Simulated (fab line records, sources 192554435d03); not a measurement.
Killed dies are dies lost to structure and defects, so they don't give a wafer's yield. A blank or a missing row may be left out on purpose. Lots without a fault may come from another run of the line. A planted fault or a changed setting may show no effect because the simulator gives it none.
Which tool did it? | flow n5_finfet | 24 lots, 72 wafers sampled, at 5 steps of a route of 1938

WHAT THE GAUGES READ, wafer by wafer
N5_BEOL_M13_THK_MEAS_01. Usual: M13_ILD_THK 837 nm, standard deviation 11.
lot  | measured     | on            | M13_ILD_THK (nm) | flag
L074 | day 10 07:48 | film_metro-01 | 831 838 858      |
L076 | day 10 13:45 | film_metro-01 | 827 827 846      |
L075 | day 10 14:37 | film_metro-02 | 845 859 852      |
L077 | day 11 06:26 | film_metro-02 | 825 846 833      |
L080 | day 11 11:20 | film_metro-01 | 847 848 867      |
L079 | day 11 14:28 | film_metro-02 | 837 847 844      |
L078 | day 11 19:37 | film_metro-02 | 823 824 844      |
L081 | day 12 03:43 | film_metro-01 | 843 859 852      |
L083 | day 12 10:23 | film_metro-02 | 858 843 857      |
L082 | day 12 11:47 | film_metro-02 | 826 822 830      |
L084 | day 12 12:16 | film_metro-02 | 828 839 845      |
L085 | day 12 22:38 | film_metro-01 | 819 828 839      |
L086 | day 13 06:35 | film_metro-01 | 841 841 845      |
L087 | day 13 10:19 | film_metro-01 | 848 837 855      |
L088 | day 13 19:52 | film_metro-01 | 827 819 849      |
L090 | day 13 20:16 | film_metro-02 | 831 846 835      |
L091 | day 14 03:09 | film_metro-02 | 831 817 827      |
L089 | day 14 03:53 | film_metro-01 | 822 837 837      |
L092 | day 14 10:46 | film_metro-02 | 822 837 832      |
L093 | day 14 15:29 | film_metro-02 | 826 840 839      |
L094 | day 14 18:07 | film_metro-01 | 822 817 839      |
L095 | day 15 18:57 | film_metro-02 | 839 826 845      |
L096 | day 15 19:09 | film_metro-02 | 817 844 839      |
L097 | day 16 07:44 | film_metro-01 | 831 826 851      |

N5_BEOL_M13_CD_MEAS_10: target cd 190 nm. Usual: cd_nm 189.7 nm, standard deviation 1.7.
lot  | measured     | on        | cd_nm (nm)        | flag
L074 | day 10 08:07 | cd_sem-01 | 187.9 187.8 187.3 |
L076 | day 10 14:11 | cd_sem-02 | 191.0 189.1 189.3 |
L075 | day 10 15:02 | cd_sem-03 | 189.3 188.9 187.6 |
L077 | day 11 06:44 | cd_sem-03 | 190.4 188.0 189.6 |
L080 | day 11 11:38 | cd_sem-03 | 186.6 186.6 186.1 |
L079 | day 11 14:46 | cd_sem-03 | 187.5 187.3 188.0 |
L078 | day 11 19:56 | cd_sem-03 | 187.9 187.7 187.0 |
L081 | day 12 04:01 | cd_sem-03 | 189.4 188.4 190.1 |
L083 | day 12 10:42 | cd_sem-03 | 189.6 189.9 190.6 |
L082 | day 12 12:05 | cd_sem-01 | 190.9 190.2 190.6 |
L084 | day 12 12:34 | cd_sem-03 | 187.3 187.8 188.0 |
L085 | day 12 23:04 | cd_sem-01 | 189.5 189.9 191.3 |
L086 | day 13 06:53 | cd_sem-01 | 189.8 189.5 189.5 |
L087 | day 13 10:44 | cd_sem-03 | 187.8 188.6 188.2 |
L088 | day 13 20:18 | cd_sem-03 | 189.7 189.6 189.7 |
L090 | day 13 20:42 | cd_sem-03 | 188.1 187.9 189.4 |
L091 | day 14 03:34 | cd_sem-01 | 191.7 190.1 189.8 |
L089 | day 14 04:11 | cd_sem-01 | 190.8 191.7 191.0 |
L092 | day 14 11:11 | cd_sem-01 | 191.4 190.7 190.6 |
L093 | day 14 15:55 | cd_sem-02 | 192.1 193.6 193.2 |
L094 | day 14 18:33 | cd_sem-01 | 189.1 187.5 188.3 |
L095 | day 15 19:23 | cd_sem-02 | 191.0 190.9 191.5 |
L096 | day 15 19:27 | cd_sem-03 | 191.9 192.1 192.5 |
L097 | day 16 08:02 | cd_sem-01 | 192.0 192.9 193.8 |

WHICH TOOL RAN EACH LOT (tool, then ch and the chambers of the sampled wafers, then the start)
lot  | N5_BEOL_M12_STRIP_64                 | N5_BEOL_M12_SPUTTER_44       | N5_BEOL_M12_ANNEAL_48
L074 | plasma_asher-02 ch 0,1, day 10 04:16 | pvd_sputter-02, day 10 06:30 | rtp_anneal-02 ch 0, day 10 06:53
L076 | plasma_asher-01 ch 0,1, day 10 09:54 | pvd_sputter-02, day 10 12:11 | rtp_anneal-01 ch 0, day 10 12:37
L075 | plasma_asher-01 ch 0,1, day 10 10:21 | pvd_sputter-03, day 10 13:19 | rtp_anneal-01 ch 0, day 10 13:44
L077 | plasma_asher-01 ch 0,1, day 11 00:28 | pvd_sputter-03, day 11 05:10 | rtp_anneal-01 ch 0, day 11 05:33
L080 | plasma_asher-02 ch 0,1, day 11 07:58 | pvd_sputter-03, day 11 10:03 | rtp_anneal-02 ch 0, day 11 10:23
L079 | plasma_asher-02 ch 0,1, day 11 11:33 | pvd_sputter-02, day 11 13:07 | rtp_anneal-02 ch 0, day 11 13:34
L078 | plasma_asher-02 ch 0,1, day 11 12:26 | pvd_sputter-02, day 11 18:16 | rtp_anneal-02 ch 0, day 11 18:37
L081 | plasma_asher-02 ch 0,1, day 11 22:58 | pvd_sputter-01, day 12 02:18 | rtp_anneal-02 ch 0, day 12 02:41
L083 | plasma_asher-02 ch 0,1, day 12 04:56 | pvd_sputter-02, day 12 08:35 | rtp_anneal-01 ch 0, day 12 09:35
L082 | plasma_asher-02 ch 0,1, day 12 08:33 | pvd_sputter-03, day 12 10:31 | rtp_anneal-01 ch 0, day 12 10:52
L084 | plasma_asher-02 ch 0,1, day 12 08:41 | pvd_sputter-02, day 12 10:49 | rtp_anneal-02 ch 0, day 12 11:24
L085 | plasma_asher-02 ch 1, day 12 18:35   | pvd_sputter-03, day 12 21:22 | rtp_anneal-01 ch 0, day 12 21:44
L086 | plasma_asher-01 ch 0,1, day 13 02:14 | pvd_sputter-03, day 13 05:18 | rtp_anneal-02 ch 0, day 13 05:39
L087 | plasma_asher-01 ch 1, day 13 06:22   | pvd_sputter-02, day 13 09:02 | rtp_anneal-02 ch 0, day 13 09:25
L088 | plasma_asher-01 ch 0,1, day 13 16:13 | pvd_sputter-01, day 13 18:36 | rtp_anneal-02 ch 0, day 13 18:56
L090 | plasma_asher-01 ch 0,1, day 13 17:08 | pvd_sputter-01, day 13 19:00 | rtp_anneal-01 ch 0, day 13 19:20
L091 | plasma_asher-01 ch 0,1, day 13 23:44 | pvd_sputter-02, day 14 01:52 | rtp_anneal-01 ch 0, day 14 02:13
L089 | plasma_asher-01 ch 0,1, day 14 00:31 | pvd_sputter-02, day 14 02:37 | rtp_anneal-02 ch 0, day 14 02:57
L092 | plasma_asher-02 ch 0,1, day 14 05:25 | pvd_sputter-03, day 14 09:26 | rtp_anneal-02 ch 0, day 14 09:49
L093 | plasma_asher-01 ch 0,1, day 14 12:27 | pvd_sputter-03, day 14 14:11 | rtp_anneal-01 ch 0, day 14 14:33
L094 | plasma_asher-01 ch 0,1, day 14 14:37 | pvd_sputter-03, day 14 16:44 | rtp_anneal-02 ch 0, day 14 17:14
L095 | plasma_asher-01 ch 0,1, day 14 21:38 | pvd_sputter-02, day 15 17:28 | rtp_anneal-02 ch 0, day 15 18:01
L096 | plasma_asher-01 ch 0,1, day 15 15:17 | pvd_sputter-01, day 15 17:38 | rtp_anneal-01 ch 0, day 15 18:16
L097 | plasma_asher-01 ch 0,1, day 16 02:19 | pvd_sputter-03, day 16 06:01 | rtp_anneal-02 ch 0, day 16 06:51
- N5_BEOL_M12_STRIP_64: strips in N2/H2.
- N5_BEOL_M12_SPUTTER_44: material Ta, target thk 10 nm, time 16.13 s.
- N5_BEOL_M12_ANNEAL_48: time 90 s.

WHAT THE TOOLS THEMSELVES READ (means of the sampled wafers that have a number; where no wafer has one, the mark that the record gives instead)
N5_BEOL_M12_STRIP_64. Usual: drypump_motor_current_A 6.2 A, standard deviation 0.44; heater_power_w 351 W, standard deviation 26; oes_product_au 0.715 a.u., standard deviation 0.0044; strip_time_to_endpoint_s 31.31 s, standard deviation 0.078.
lot  | tool            | drypump_motor_current_A (A) | heater_power_w (W) | oes_product_au (a.u.) | strip_time_to_endpoint_s (s) | flag
L074 | plasma_asher-02 | 6.0                         | 330                | 0.710                 | 31.46                        |
L076 | plasma_asher-01 | 6.4                         | 375                | 0.717                 | 31.38                        |
L075 | plasma_asher-01 | 6.4                         | 374                | 0.715                 | 31.43                        |
L077 | plasma_asher-01 | 6.4                         | 375                | 0.713                 | 31.38                        |
L080 | plasma_asher-02 | 5.9                         | 329                | 0.718                 | 31.26                        |
L079 | plasma_asher-02 | 6.0                         | 334                | 0.711                 | 31.32                        |
L078 | plasma_asher-02 | 6.0                         | 332                | 0.715                 | 31.26                        |
L081 | plasma_asher-02 | 5.7                         | 329                | 0.713                 | 31.25                        |
L083 | plasma_asher-02 | 6.0                         | 331                | 0.715                 | 31.27                        |
L082 | plasma_asher-02 | 5.6                         | 322                | 0.717                 | 31.32                        |
L084 | plasma_asher-02 | 5.7                         | 328                | 0.714                 | 31.38                        |
L085 | plasma_asher-02 | 5.3                         | 324                | 0.710                 | 31.33                        |
L086 | plasma_asher-01 | 6.4                         | 378                | 0.718                 | 31.33                        |
L087 | plasma_asher-01 | 6.6                         | 344                | 0.713                 | 31.25                        |
L088 | plasma_asher-01 | 6.4                         | 379                | 0.713                 | 31.32                        |
L090 | plasma_asher-01 | 6.4                         | 374                | 0.717                 | 31.26                        |
L091 | plasma_asher-01 | 6.4                         | 383                | 0.716                 | 31.33                        |
L089 | plasma_asher-01 | 6.4                         | 373                | 0.719                 | 31.38                        |
L092 | plasma_asher-02 | 5.7                         | 324                | 0.710                 | 31.23                        |
L093 | plasma_asher-01 | 6.4                         | 371                | 0.719                 | 31.35                        |
L094 | plasma_asher-01 | 6.4                         | 374                | 0.712                 | 31.23                        |
L095 | plasma_asher-01 | 6.5                         | 362                | 0.713                 | 31.35                        |
L096 | plasma_asher-01 | 6.4                         | 374                | 0.717                 | 31.20                        |
L097 | plasma_asher-01 | 6.5                         | 356                | 0.716                 | 31.31                        |

N5_BEOL_M12_SPUTTER_44. Usual: chamber_pressure_pa 0.06999 Pa, standard deviation 0.00014; throttle_valve_pct 29.7 %, standard deviation 1.3.
lot  | tool           | chamber_pressure_pa (Pa) | throttle_valve_pct (%) | flag
L074 | pvd_sputter-02 | 0.06998                  | 29.5                   |
L076 | pvd_sputter-02 | 0.06986                  | 29.6                   |
L075 | pvd_sputter-03 | 0.06998                  | 31.0                   |
L077 | pvd_sputter-03 | 0.07006                  | 30.0                   |
L080 | pvd_sputter-03 | 0.06999                  | 31.4                   |
L079 | pvd_sputter-02 | 0.07003                  | 28.6                   |
L078 | pvd_sputter-02 | 0.07003                  | 29.4                   |
L081 | pvd_sputter-01 | 0.07007                  | 29.7                   |
L083 | pvd_sputter-02 | 0.06988                  | 30.3                   |
L082 | pvd_sputter-03 | 0.07003                  | 29.5                   |
L084 | pvd_sputter-02 | 0.06991                  | 29.6                   |
L085 | pvd_sputter-03 | 0.06990                  | 31.1                   |
L086 | pvd_sputter-03 | 0.06992                  | 30.2                   |
L087 | pvd_sputter-02 | 0.07017                  | 30.2                   |
L088 | pvd_sputter-01 | 0.07004                  | 29.5                   |
L090 | pvd_sputter-01 | 0.06992                  | 29.9                   |
L091 | pvd_sputter-02 | 0.07011                  | 29.5                   |
L089 | pvd_sputter-02 | 0.07004                  | 29.3                   |
L092 | pvd_sputter-03 | 0.07005                  | 30.1                   |
L093 | pvd_sputter-03 | 0.06998                  | 30.2                   |
L094 | pvd_sputter-03 | 0.07006                  | 29.4                   |
L095 | pvd_sputter-02 | 0.06992                  | 29.7                   |
L096 | pvd_sputter-01 | 0.06999                  | 29.5                   |
L097 | pvd_sputter-03 | 0.06994                  | 30.1                   |

N5_BEOL_M12_ANNEAL_48. Usual: wafer_temp_C_max 226.1, standard deviation 0.31.
lot  | tool          | wafer_temp_C_max | flag
L074 | rtp_anneal-02 | 225.9            |
L076 | rtp_anneal-01 | 226.3            |
L075 | rtp_anneal-01 | 226.4            |
L077 | rtp_anneal-01 | 226.5            |
L080 | rtp_anneal-02 | 226.1            |
L079 | rtp_anneal-02 | 226.0            |
L078 | rtp_anneal-02 | 225.8            |
L081 | rtp_anneal-02 | 226.0            |
L083 | rtp_anneal-01 | 226.3            |
L082 | rtp_anneal-01 | 226.1            |
L084 | rtp_anneal-02 | 225.9            |
L085 | rtp_anneal-01 | 226.3            |
L086 | rtp_anneal-02 | 225.9            |
L087 | rtp_anneal-02 | 226.1            |
L088 | rtp_anneal-02 | 226.0            |
L090 | rtp_anneal-01 | 226.3            |
L091 | rtp_anneal-01 | 226.3            |
L089 | rtp_anneal-02 | 226.2            |
L092 | rtp_anneal-02 | 226.0            |
L093 | rtp_anneal-01 | 226.2            |
L094 | rtp_anneal-02 | 225.8            |
L095 | rtp_anneal-02 | 225.8            |
L096 | rtp_anneal-01 | 226.2            |
L097 | rtp_anneal-02 | 226.3            |

THE ANSWER, worked out from the rows above alone
Rule: a lot is off if the mean of its wafers that have a number lies more than 3 standard deviations from the usual mean. A lot without any number at a reading at which 4 lots or more have one is off too. The other lots that the step has rows for count as sound. The gauges are gone through in route order, then the tools' own readings, and for those a lot's mean is taken as printed above. The first step at which some lot is off is used, and at that step the reading that is off furthest; a lot without a number counts as furthest.
No lot is off at any reading shown: from this, nothing can be told.

WHAT THE SIMULATOR HAD PUT IN
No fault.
